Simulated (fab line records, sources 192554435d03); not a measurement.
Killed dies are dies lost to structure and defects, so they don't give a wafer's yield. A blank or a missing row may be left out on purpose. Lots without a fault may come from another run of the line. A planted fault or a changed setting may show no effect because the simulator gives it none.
Problem report in the 8D (eight disciplines) form, filled by code | flow n5_finfet | the parts of the form that need people (team, actions taken, sign-off) are left out

1. THE PROBLEM
killed_at_M0_to_M3 at N5_PASSIVATION_PROBE_49 reads a mean of 169 on 2 wafers of 2 lots; wafers without a fault read 32 with a standard deviation of 10. That is +14 standard deviations from the usual mean.
First seen on wafer L368.3, day 17 02:39, on prober-01. The record holds 6 wafers of 2 lots with a number at this step. Rule for "out", or "out of limits": more than 4 standard deviations from the usual mean. The other wafers with a number count as sound.

2. WHAT IT IS AND WHAT IT IS NOT
question                    | is                                                                                                      | is not
which readings at this step | killed_at_M0_to_M3, defect_limited_yield, killed_dies, sort_bin_5_function, sort_n_pass, sort_yield_pct | killed_at_contacts, killed_at_front_end, killed_at_other, killed_open, killed_short, sort_bin_6_memory, sort_bin_8_speed
which lots                  | L368, L370                                                                                              | -
which wafers of those lots  | L368.3, L370.3                                                                                          | L368.2, L368.4, L370.5, L370.6
read on which tools         | prober-01, prober-02                                                                                    | -
when                        | from day 17 02:39                                                                                       | up to then (1 sound wafer); but 3 sound wafers of L368, L370 came after

3. SUSPECTS, AND WHAT RULES EACH OUT
Counting: a tool at a process step up to the reading stays a suspect if it ran every lot that is out. Sound lots after the first of them don't rule it out here, since some wafers of a struck lot are sound.
- ald_metal-02 at N5_BEOL_M3_ALD_84 (deposits TaN, pulse time 2 s, purge time 3 s, co reactant purge time 2 s): kept. It ran every lot that is out, first L368 (day 11 23:55).
- Within ald_metal-02 at N5_BEOL_M3_ALD_84: the wafers that are out ran in chamber 1; their sound lot-mates ran in chambers 0, 2, 3.
Left after counting: ald_metal-02 at N5_BEOL_M3_ALD_84.

4. THE CAUSE (what the simulator had put in)
Chamber particle source: ald_metal-02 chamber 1, from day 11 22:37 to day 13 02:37, at N5_BEOL_M3_ALD_84. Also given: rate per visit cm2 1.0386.
Counting left only this tool.

5. THE CHAIN OF EFFECTS, in route order
Each row: a reading whose mean over the struck wafers that have a number lies more than 3 standard deviations from the usual. Only readings for which the record gives a usual standard deviation are gone through. hours: the time from each lot's start at the first step in this table that gives one to its start at this step, as a median over the lots. sigmas: the change in usual standard deviations.
hours | step                    | reading              | usual  | on struck wafers | change | sigmas
0     | N5_PASSIVATION_PROBE_49 | defect_limited_yield | 91.7 % | 81.6             | -10.1  | -6.7
0     | N5_PASSIVATION_PROBE_49 | killed_at_M0_to_M3   | 32     | 169              | +137   | +14
0     | N5_PASSIVATION_PROBE_49 | killed_dies          | 98     | 217              | +119   | +6.6
0     | N5_PASSIVATION_PROBE_49 | sort_bin_5_function  | 4.9 %  | 11.6             | +6.7   | +7.4
0     | N5_PASSIVATION_PROBE_49 | sort_n_pass          | 1082   | 963              | -119   | -6.6
0     | N5_PASSIVATION_PROBE_49 | sort_yield_pct       | 91.7 % | 81.6             | -10.1  | -6.7
The process steps in it:
- N5_PASSIVATION_PROBE_49

6. WHAT WOULD HAVE CAUGHT IT SOONER
In this record the first reading out of limits was taken at day 17 02:39, 124 hours after the fault began at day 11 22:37.
Of the tool readings at N5_BEOL_M3_ALD_84 for which the record gives a usual standard deviation, none was out on any struck wafer, so an alarm limit of 4 standard deviations on them would not have fired.
All the lots that are out (2) had begun N5_BEOL_M3_ALD_84 on ald_metal-02 by day 17 02:39. A hold on the tool at that time would have spared none of them.
